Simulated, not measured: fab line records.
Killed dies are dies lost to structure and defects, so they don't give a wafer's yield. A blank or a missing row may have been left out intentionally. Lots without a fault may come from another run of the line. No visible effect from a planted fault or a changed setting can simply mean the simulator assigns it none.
Which of the tools did it?    flow nand harc    12 lots (36 wafers sampled), 1 step of a 1159-step route

WHAT EACH GAUGE READ, for each wafer
NHARC_A_CHANNEL_HOLE_D1_CD_MEAS_18.
lot   measured      on         cd nm (nm)
L077  day 8 21:26   cd sem-01  97 102 106
L076  day 8 22:47   cd sem-03  97 94 103
L079  day 9 12:31   cd sem-01  94 102 104
L081  day 9 16:07   cd sem-02  99 102 99
L083  day 10 09:28  cd sem-03  100 98 97
L085  day 11 04:06  cd sem-01  98 102 99
L086  day 11 12:05  cd sem-01  99 101 104
L088  day 12 08:11  cd sem-01  95 105 99
L089  day 12 10:12  cd sem-01  99 100 92
L093  day 12 17:21  cd sem-01  103 95 101
L094  day 13 17:07  cd sem-02  98 101 92
L095  day 13 19:08  cd sem-01  97 104 98

EACH LOT AND THE TOOL THAT RAN IT (in order: tool; ch and the chambers of the sampled wafers; start)
There is no process step in the record ahead of these readings.

THE ANSWER, worked out from the rows above alone
Rule: the lots themselves supply what counts as usual. The widest of any qualifying gaps counts: lots, ordered by their means at a reading, are off when they make up no more than a third of the lots, leave a main group of 4 or more, and stand apart from it by 3 or more times the standard deviation of that group's means. A main group is skipped when, at the precision printed for the reading in the tables above, its means are all equal. A lot without any number at a reading at which 4 lots or more have one is off too. All remaining lots with rows at the step are treated as sound.
Nothing can be told from this: no lot is off at any reading shown.

WHAT THE SIMULATOR PUT IN
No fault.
